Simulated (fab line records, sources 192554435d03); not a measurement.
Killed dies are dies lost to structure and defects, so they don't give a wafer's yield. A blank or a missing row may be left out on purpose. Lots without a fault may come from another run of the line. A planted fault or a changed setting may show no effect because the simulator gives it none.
fab line records | flow n5_finfet
record lots=5 wafers=15 last_day=17
route steps=1938 shown PMOS_HMC_CHANNEL_EPI@77 FIN_SAQP@90
lots that met no fault: from a run of the same line without faults
start_h: hours from the record's first day to the start of the lot's first wafer shown | wait_h: hours since the lot's step before | " the same as in the row above | L1.1+2: a row that stands for several wafers | - no value, or no start given | * or withheld: withheld | < > ~ a bound
route shown NAME@n: a module of which the file shows steps, and the number in the route of the first | usual: mean/standard deviation of fault-free wafers | same: alike in all rows | chamber/n: place in a boat | sites: the reading at each site | _std_site: their standard deviation | _edge_site: outer sites' mean less inner sites' | radius_mm: how far each site lies from the wafer's centre | mask NAME#n: copy n | behind: the tool/chamber that last shaped the wafer | hold: why the lot was held/for how many hours/how that ended | device: the transistor (n, p or np) that didn't switch | end of line: the same wafers' tests at the end of the route | a step without rows: its recipe alone | killed: dies lost to structure and defects at the first sort, not the wafer's yield | map: a wafer's dies, x killed, . not, _ none there
set.NAME: the setting as run; set.NAME@STEP: as run at that earlier step | model.NAME: the simulator's own value behind a step, which no gauge read
lots at some steps of the route; a table a step, a row a wafer
services: from which hour (start_h, from the record's first day; less than 0 if before it) a tool's chamber was out of use, for how many hours, and why
## steps
# step N5_PMOS_HMC_CHANNEL_EPI_SRD_19
# recipe dry=ipa_marangoni do_ppb=5 time_s=30 temp_c=23 rinse_liquid=diw
# usual bath_heat_duty_pct=3.5/0.52
# columns lot.wafer tool chamber start_h wait_h bath_heat_duty_pct
L084.3 wet_bench-05 4 78.18 0.0 4.2
L084.5 " 2 " " 3.9
L084.6 " 3 " " 3.9
L085.1 wet_bench-04 4 85.37 0.0 3.8
L085.3 " 3 " " 2.6
L085.4 " 1 " " 3.4
L087.1 wet_bench-03 7 96.75 0.0 2.9
L087.2 " 5 " " 4.2
L087.5 " 6 " " 3.2
L094.3 wet_bench-05 7 138.03 0.0 3.2
L094.4 " 2 " " 3.4
L094.5 " 3 " " 3.1
L096.3 wet_bench-04 5 150.04 0.0 3.6
L096.4 " 1 " " 3.4
L096.5 " 7 " " 3.3
# step N5_PMOS_HMC_CHANNEL_EPI_EPI_20
# recipe material=SiGe30 mask_material=SiO2 pressure_torr=20 target_thk_a=590 temp_c=600
# usual lamp_inner_pct=12.4/0.87
# columns lot.wafer tool chamber start_h wait_h lamp_inner_pct
L084.3 epi_rpcvd-03 0 78.94 0.7 13.2
L084.5 " 0 " " 13.0
L084.6 " 0 " " 13.2
L085.1 epi_rpcvd-03 0 85.42 0.0 13.2
L085.3 " 0 " " 13.1
L085.4 " 0 " " 13.3
L087.1 epi_rpcvd-03 0 96.80 0.0 13.2
L087.2 " 0 " " 13.3
L087.5 " 0 " " 13.1
L094.3 epi_rpcvd-02 0 138.48 0.4 12.0
L094.4 " 0 " " 12.1
L094.5 " 0 " " 12.0
L096.3 epi_rpcvd-03 0 150.62 0.6 13.1
L096.4 " 0 " " 13.2
L096.5 " 0 " " 13.3
# step N5_PMOS_HMC_CHANNEL_EPI_HM_STRIP_35
# recipe chemistry=dHF temp_c=25 material=SiO2 target=SiO2 target_depth_a=396 time_s=216
# usual bath_heat_duty_pct=6.0/0.73
# columns lot.wafer tool chamber start_h wait_h bath_heat_duty_pct
L084.3 wet_bench-04 3 80.39 1.1 4.9
L084.5 " 6 " " 6.5
L084.6 " 7 " " 7.4
L085.1 wet_bench-04 6 87.58 1.8 6.0
L085.3 " 0 " " 6.1
L085.4 " 1 " " 4.9
L087.1 wet_bench-03 3 98.44 1.4 7.2
L087.2 " 0 " " 6.1
L087.5 " 1 " " 7.0
L094.3 wet_bench-04 0 139.31 0.6 7.2
L094.4 " 3 " " 5.8
L094.5 " 2 " " 6.1
L096.3 wet_bench-05 4 151.72 0.8 6.4
L096.4 " 5 " " 5.2
L096.5 " 7 " " 6.7
# step N5_PMOS_HMC_CHANNEL_EPI_SRD_39
# recipe dry=ipa_marangoni time_s=30 temp_c=23 rinse_liquid=diw
# usual bath_heat_duty_pct=3.6/0.57
# columns lot.wafer tool chamber start_h wait_h bath_heat_duty_pct
L084.3 wet_bench-04 3 80.46 0.0 3.1
L084.5 " 6 " " 3.7
L084.6 " 7 " " 3.6
L085.1 wet_bench-04 6 87.65 0.0 3.1
L085.3 " 0 " " 4.2
L085.4 " 1 " " 3.5
L087.1 wet_bench-03 3 98.51 0.0 4.5
L087.2 " 0 " " 3.3
L087.5 " 1 " " 3.7
L094.3 wet_bench-04 0 139.38 0.0 4.1
L094.4 " 3 " " 2.9
L094.5 " 2 " " 3.6
L096.3 wet_bench-05 4 151.78 0.0 3.6
L096.4 " 5 " " 3.3
L096.5 " 7 " " 3.5
# step N5_PMOS_HMC_CHANNEL_EPI_CMP_21
# recipe material=SiGe30 post_cmp_clean=alkaline_brush target_thk_nm=54
# usual motor_current_A=11.5/0.97
# columns lot.wafer tool chamber start_h wait_h motor_current_A
L084.3 cmp-03 0 80.61 0.1 12.1
L084.5 " 1 " " 10.2
L084.6 " 2 " " 11.9
L085.4 cmp-04 0 87.79 0.1 11.5
L085.3 " 1 " " 12.4
L085.1 " 2 " " 12.8
L087.1 cmp-04 2 98.59 0.1 12.1
L087.2 " 0 " " 11.3
L087.5 " 2 " " 11.7
L094.3 cmp-02 3 139.41 0.0 11.0
L094.4 " 2 " " 13.3
L094.5 " 0 " " 11.4
L096.4 cmp-04 0 151.86 0.1 11.4
L096.3 " 1 " " 12.0
L096.5 " 0 " " 11.8
# step N5_PMOS_HMC_CHANNEL_EPI_THK_MEAS_22
# recipe reads=SiGe30_of_PMOS_HMC_CHANNEL_EPI_EPI_20
# usual HMC_CMP_THK=53.9/0.76
# columns lot.wafer tool chamber start_h wait_h HMC_CMP_THK[nm]
L084.3 film_metro-02 - 80.80 - 54.4
L084.5 " - " " 54.6
L084.6 " - " " 54.0
L085.1 film_metro-02 - 88.05 - 54.0
L085.3 " - " " 53.6
L085.4 " - " " 54.7
L087.1 film_metro-02 - 98.85 - 54.0
L087.2 " - " " 53.7
L087.5 " - " " 53.3
L094.3 film_metro-02 - 139.71 - 53.0
L094.4 " - " " 53.8
L094.5 " - " " 53.7
L096.3 film_metro-02 - 152.12 - 52.5
L096.4 " - " " 53.7
L096.5 " - " " 52.1
# step N5_PMOS_HMC_CHANNEL_EPI_PRECLEAN_40
# recipe chemistry=DHF time_s=30 temp_c=25 dilution=withheld
# columns lot.wafer tool chamber start_h wait_h
L084.3+5+6 wet_bench-05 7,3,4 80.82 0.0
L085.1+3+4 wet_bench-05 6,7,1 88.08 0.0
L087.1+2+5 wet_bench-05 5,2,0 98.88 0.0
L094.3+4+5 wet_bench-03 6,2,1 139.74 0.0
L096.3+4+5 wet_bench-04 3,5,7 152.14 0.0
# step N5_PMOS_HMC_CHANNEL_EPI_PRECLEAN_37
# recipe chemistry=O3/DIW time_s=45 temp_c=22 o3_ppm=10
# usual bath_heat_duty_pct=2.2/0.45
# columns lot.wafer tool chamber start_h wait_h bath_heat_duty_pct
L084.3 wet_bench-05 7 80.83 0.0 2.6
L084.5 " 3 " " 2.7
L084.6 " 4 " " 2.3
L085.1 wet_bench-05 6 88.09 0.0 1.7
L085.3 " 7 " " 2.8
L085.4 " 1 " " 1.3
L087.1 wet_bench-05 5 98.89 0.0 2.5
L087.2 " 2 " " 1.9
L087.5 " 0 " " 2.0
L094.3 wet_bench-03 6 139.75 0.0 3.2
L094.4 " 2 " " 1.6
L094.5 " 1 " " 2.7
L096.3 wet_bench-04 3 152.15 0.0 1.6
L096.4 " 5 " " 2.4
L096.5 " 7 " " 2.8
# step N5_PMOS_HMC_CHANNEL_EPI_PRECLEAN_24
# recipe chemistry=DHF time_s=30 temp_c=25 dilution=withheld
# columns lot.wafer tool chamber start_h wait_h
L084.3+5+6 wet_bench-05 7,3,4 80.85 0.0
L085.1+3+4 wet_bench-05 6,7,1 88.10 0.0
L087.1+2+5 wet_bench-05 5,2,0 98.90 0.0
L094.3+4+5 wet_bench-03 6,2,1 139.76 0.0
L096.3+4+5 wet_bench-04 3,5,7 152.17 0.0
# step N5_PMOS_HMC_CHANNEL_EPI_SRD_25
# recipe dry=ipa_marangoni do_ppb=5 time_s=30 temp_c=23 rinse_liquid=diw
# usual bath_heat_duty_pct=3.5/0.54
# columns lot.wafer tool chamber start_h wait_h bath_heat_duty_pct
L084.3 wet_bench-05 7 80.86 0.0 3.9
L084.5 " 3 " " 4.1
L084.6 " 4 " " 3.4
L085.1 wet_bench-05 6 88.11 0.0 3.1
L085.3 " 7 " " 3.8
L085.4 " 1 " " 3.0
L087.1 wet_bench-05 5 98.91 0.0 4.3
L087.2 " 2 " " 2.9
L087.5 " 0 " " 4.7
L094.3 wet_bench-03 6 139.77 0.0 3.4
L094.4 " 2 " " 3.0
L094.5 " 1 " " 3.6
L096.3 wet_bench-04 3 152.18 0.0 3.5
L096.4 " 5 " " 3.7
L096.5 " 7 " " 4.7
# step N5_PMOS_HMC_CHANNEL_EPI_EPI_26
# recipe material=Si target_thk_a=38 temp_c=650 precursor=SiH4/H2 pressure_torr=20 time_s=22.7
# usual lamp_inner_pct=14.7/0.84 throttle_valve_pct=12.0/0.35
# columns lot.wafer tool chamber start_h wait_h lamp_inner_pct throttle_valve_pct
L084.3 epi_rpcvd-02 0 81.00 0.1 14.4 12.2
L084.5 " 0 " " 14.5 12.4
L084.6 " 0 " " 14.6 12.1
L085.1 epi_rpcvd-02 0 88.16 0.0 14.5 12.3
L085.3 " 0 " " 14.4 12.3
L085.4 " 0 " " 14.4 12.2
L087.1 epi_rpcvd-02 0 98.96 0.0 14.4 12.5
L087.2 " 0 " " 14.2 12.2
L087.5 " 0 " " 14.4 12.0
L094.3 epi_rpcvd-01 0 139.92 0.1 13.3 11.5
L094.4 " 0 " " 13.1 11.2
L094.5 " 0 " " 13.2 11.4
L096.3 epi_rpcvd-02 0 152.32 0.1 14.3 12.1
L096.4 " 0 " " 14.3 12.2
L096.5 " 0 " " 14.4 12.2
# step N5_PMOS_HMC_CHANNEL_EPI_INSPECT_30
# recipe inspect_instrument=darkfield mode=post_epi
# usual raw_defect_count=18/6
# columns lot.wafer tool chamber start_h wait_h raw_defect_count
L084.3 defect_inspect-01 - 81.28 0.0 29
L084.5 " - " " 14
L084.6 " - " " 15
L085.1 defect_inspect-02 - 88.63 0.0 15
L085.3 " - " " 21
L085.4 " - " " 15
L087.1 defect_inspect-02 - 99.43 0.0 9
L087.2 " - " " 10
L087.5 " - " " 10
L094.3 defect_inspect-01 - 140.21 0.0 35
L094.4 " - " " 30
L094.5 " - " " 20
L096.3 defect_inspect-02 - 152.61 0.0 14
L096.4 " - " " 14
L096.5 " - " " 23
# step N5_FIN_SAQP_PRECLEAN_42
# recipe chemistry=O3/DIW time_s=60 temp_c=22 o3_ppm=10
# usual bath_heat_duty_pct=2.4/0.44
# columns lot.wafer tool chamber start_h wait_h bath_heat_duty_pct
L084.3 wet_bench-01 3 81.30 0.0 1.8
L084.5 " 2 " " 2.8
L084.6 " 4 " " 2.1
L085.1 wet_bench-06 3 88.66 0.0 2.7
L085.3 " 0 " " 1.7
L085.4 " 1 " " 1.9
L087.1 wet_bench-06 4 99.46 0.0 2.0
L087.2 " 2 " " 2.3
L087.5 " 1 " " 2.2
L094.3 wet_bench-01 7 140.23 0.0 2.0
L094.4 " 2 " " 2.9
L094.5 " 3 " " 2.2
L096.3 wet_bench-01 4 152.63 0.0 3.0
L096.4 " 2 " " 2.6
L096.5 " 6 " " 2.1
# step N5_FIN_SAQP_PRECLEAN_00
# recipe chemistry=SC1 time_s=60 temp_c=55 mix=1:2:50
# usual bath_heat_duty_pct=8.6/0.9
# columns lot.wafer tool chamber start_h wait_h bath_heat_duty_pct
L084.3 wet_bench-01 3 81.34 0.0 8.8
L084.5 " 2 " " 9.7
L084.6 " 4 " " 8.8
L085.1 wet_bench-06 3 88.68 0.0 9.2
L085.3 " 0 " " 7.8
L085.4 " 1 " " 8.8
L087.1 wet_bench-06 4 99.48 0.0 8.7
L087.2 " 2 " " 7.9
L087.5 " 1 " " 7.7
L094.3 wet_bench-01 7 140.25 0.0 8.4
L094.4 " 2 " " 9.7
L094.5 " 3 " " 8.6
L096.3 wet_bench-01 4 152.65 0.0 8.3
L096.4 " 2 " " 9.9
L096.5 " 6 " " 6.6
# step N5_FIN_SAQP_PRECLEAN_44
# recipe chemistry=SC2 time_s=45 temp_c=35 mix=1:1:50
# usual bath_heat_duty_pct=3.3/0.49
# columns lot.wafer tool chamber start_h wait_h bath_heat_duty_pct
L084.3 wet_bench-01 3 81.38 0.0 3.1
L084.5 " 2 " " 4.4
L084.6 " 4 " " 2.9
L085.1 wet_bench-06 3 88.69 0.0 3.1
L085.3 " 0 " " 2.1
L085.4 " 1 " " 3.4
L087.1 wet_bench-06 4 99.49 0.0 2.7
L087.2 " 2 " " 3.7
L087.5 " 1 " " 3.4
L094.3 wet_bench-01 7 140.27 0.0 3.1
L094.4 " 2 " " 3.8
L094.5 " 3 " " 2.7
L096.3 wet_bench-01 4 152.67 0.0 3.1
L096.4 " 2 " " 3.7
L096.5 " 6 " " 2.7
# step N5_FIN_SAQP_SRD_01
# recipe dry=ipa_marangoni time_s=30 temp_c=23 rinse_liquid=diw
# usual bath_heat_duty_pct=3.6/0.54
# columns lot.wafer tool chamber start_h wait_h bath_heat_duty_pct
L084.3 wet_bench-01 3 81.40 0.0 3.8
L084.5 " 2 " " 4.0
L084.6 " 4 " " 4.3
L085.1 wet_bench-06 3 88.71 0.0 4.4
L085.3 " 0 " " 3.1
L085.4 " 1 " " 3.1
L087.1 wet_bench-06 4 99.50 0.0 3.8
L087.2 " 2 " " 3.8
L087.5 " 1 " " 2.8
L094.3 wet_bench-01 7 140.28 0.0 4.1
L094.4 " 2 " " 4.4
L094.5 " 3 " " 3.4
L096.3 wet_bench-01 4 152.68 0.0 3.2
L096.4 " 2 " " 3.9
L096.5 " 6 " " 2.9
# step N5_FIN_SAQP_ALD_61
# recipe material=SiO2 target_thk_a=40 temp_c=300 ald_precursor_family=BDEAS ald_co_reactant=O2-plasma pulse_time_s=1 purge_time_s=2 co_reactant_purge_time_s=2 ald_cycles=43 pressure_torr=2
# usual heater_power_w=469/41 precursor_pulse_height_rel=0.999/0.02
# same ald_cycles=43
# columns lot.wafer tool chamber start_h wait_h heater_power_w precursor_pulse_height_rel
L084.3 ald_sin-02 0 81.95 0.5 434 1.016
L084.5 " 1 " " 480 0.959
L084.6 " 0 " " 437 1.002
L085.1 ald_sin-02 1 89.47 0.7 480 1.017
L085.3 " 2 " " 473 0.981
L085.4 " 3 " " 408 1.000
L087.1 ald_sin-01 2 99.56 0.0 517 1.001
L087.2 " 3 " " 535 1.019
L087.5 " 2 " " 522 0.998
L094.3 ald_sin-03 0 140.33 0.0 507 0.996
L094.4 " 2 " " 448 0.988
L094.5 " 3 " " 479 0.993
L096.3 ald_sin-03 3 152.73 0.0 476 1.026
L096.4 " 0 " " 515 1.011
L096.5 " 3 " " 460 1.003
# step N5_FIN_SAQP_DENSIFY_62
# recipe temp_c=700 time_s=60 ambient=N2 idle_temp_c=600 ramp_up_c_per_s=150 ramp_down_c_per_s=60 cool_to_c=600
# usual lamp_power_pct=9.85/0.053 lamp_zone_1_pct=9.846/0.0093 wafer_temp_C_max=703.4/0.64
# columns lot.wafer tool chamber start_h wait_h lamp_power_pct lamp_zone_1_pct wafer_temp_C_max
L084.3 rtp_anneal-02 0 82.24 0.2 9.77 9.846 702.9
L084.5 " 0 " " 9.91 9.835 702.8
L084.6 " 0 " " 9.84 9.845 703.4
L085.1 rtp_anneal-01 0 89.75 0.2 9.82 9.858 703.0
L085.3 " 0 " " 9.89 9.847 703.3
L085.4 " 0 " " 9.79 9.837 703.1
L087.1 rtp_anneal-02 0 99.88 0.2 9.88 9.848 702.8
L087.2 " 0 " " 9.90 9.833 704.5
L087.5 " 0 " " 9.84 9.843 702.3
L094.3 rtp_anneal-02 0 140.61 0.2 9.83 9.848 702.9
L094.4 " 0 " " 9.89 9.855 703.3
L094.5 " 0 " " 9.88 9.842 703.6
L096.3 rtp_anneal-02 0 152.99 0.2 9.81 9.849 703.1
L096.4 " 0 " " 9.90 9.842 702.7
L096.5 " 0 " " 9.81 9.850 702.8
# step N5_FIN_SAQP_HM_DEP_03
# recipe material=SiNx target_thk_a=380 temp_c=400 precursor=SiH4/NH3/N2 pressure_torr=1.5 rf_w=300 time_s=33.6
# usual heater_power_w=752/120 rf_fwd_power_W=297.2/0.97 showerhead_plenum_p_Torr=5.13/0.046 throttle_valve_pct=40.2/2.3
# columns lot.wafer tool chamber start_h wait_h heater_power_w rf_fwd_power_W showerhead_plenum_p_Torr throttle_valve_pct
L084.3 pecvd-03 0 82.40 0.1 683 298.6 5.12 45.1
L084.5 " 1 " " 594 298.3 5.20 37.4
L084.6 " 2 " " 805 296.5 5.11 38.3
L085.1 pecvd-04 1 89.97 0.2 995 297.0 5.07 41.0
L085.3 " 0 " " 783 296.9 5.15 39.3
L085.4 " 1 " " 988 296.0 5.09 40.9
L087.1 pecvd-03 0 100.09 0.2 607 296.6 5.11 44.9
L087.2 " 1 " " 605 297.8 5.20 37.0
L087.5 " 1 " " 612 298.9 5.19 37.1
L094.3 pecvd-03 1 140.76 0.1 566 298.2 5.20 37.2
L094.4 " 2 " " 833 297.3 5.11 38.3
L094.5 " 0 " " 689 296.5 5.12 45.0
L096.3 pecvd-04 2 153.14 0.1 691 297.8 5.13 40.2
L096.4 " 0 " " 685 296.6 5.17 39.3
L096.5 " 2 " " 677 298.1 5.13 40.5
# step N5_FIN_SAQP_THK_MEAS_05
# usual thk_nm=38.0/0.51
# columns lot.wafer tool chamber start_h wait_h thk_nm
L084.3 film_metro-02 - 82.49 0.1 37.9
L084.5 " - " " 38.0
L084.6 " - " " 38.4
L085.1 film_metro-02 - 90.06 0.1 37.4
L085.3 " - " " 37.9
L085.4 " - " " 37.8
L087.1 film_metro-01 - 100.18 0.1 37.5
L087.2 " - " " 37.9
L087.5 " - " " 38.2
L094.3 film_metro-02 - 140.85 0.1 37.6
L094.4 " - " " 38.4
L094.5 " - " " 38.4
L096.3 film_metro-02 - 153.23 0.1 37.4
L096.4 " - " " 38.8
L096.5 " - " " 38.2
# step N5_FIN_SAQP_PECVD_47
# recipe material=a-Si target_thk_a=450 temp_c=400 precursor=SiH4/He pressure_torr=3 rf_w=100 time_s=36.3
# usual heater_power_w=783/100 rf_fwd_power_W=99.0/0.39 showerhead_plenum_p_Torr=5.69/0.052 throttle_valve_pct=18.6/1.2
# columns lot.wafer tool chamber start_h wait_h heater_power_w rf_fwd_power_W showerhead_plenum_p_Torr throttle_valve_pct
L084.3 pecvd-03 2 82.52 0.0 1017 99.2 5.65 17.6
L084.5 " 0 " " 746 98.9 5.64 20.4
L084.6 " 1 " " 657 98.8 5.72 16.9
L085.1 pecvd-04 0 90.10 0.0 841 98.7 5.67 18.0
L085.3 " 2 " " 695 99.0 5.67 18.5
L085.4 " 1 " " 1046 98.0 5.61 18.6
L087.1 pecvd-04 2 100.22 0.0 713 98.3 5.66 18.0
L087.2 " 0 " " 798 99.0 5.68 18.1
L087.5 " 0 " " 793 99.0 5.67 17.9
L094.3 pecvd-01 2 140.89 0.0 782 99.3 5.70 18.6
L094.4 " 2 " " 771 99.3 5.71 18.9
L094.5 " 0 " " 681 99.5 5.79 20.6
L096.3 pecvd-01 0 153.27 0.0 826 99.5 5.81 20.3
L096.4 " 1 " " 811 99.2 5.68 18.4
L096.5 " 0 " " 824 99.4 5.80 20.7
## services
# columns tool chamber start_h hours kind
cmp-02 - 55.56 - consumable_replace:conditioner
pecvd-03 - 57.00 6.0 pm
cmp-03 - 60.99 8.4 pm
pecvd-03 - 63.00 2.8 pm
pecvd-01 0 66.62 2.1 scheduled_down
ald_sin-03 0 67.58 5.5 repair
wet_bench-03 - 72.72 1.0 repair
pecvd-01 - 73.06 0.9 repair
pecvd-03 2 75.67 2.1 scheduled_down
epi_rpcvd-01 - 82.51 1.4 repair
ald_sin-01 - 85.40 14.0 pm
epi_rpcvd-01 - 92.40 8.1 pm
cmp-02 - 94.81 4.1 repair
pecvd-03 0 104.07 2.1 scheduled_down
cmp-03 - 105.88 3.7 pm
pecvd-04 - 109.34 1.7 repair
cmp-04 - 114.69 1.4 repair
cmp-04 - 122.01 12.8 pm
ald_sin-01 - 122.19 14.6 pm
pecvd-01 - 123.82 1.4 repair
pecvd-04 - 131.26 6.0 pm
cmp-03 - 133.43 6.7 pm
cmp-04 - 136.94 7.0 pm
ald_sin-02 2 142.13 17.0 repair
## key
fault none
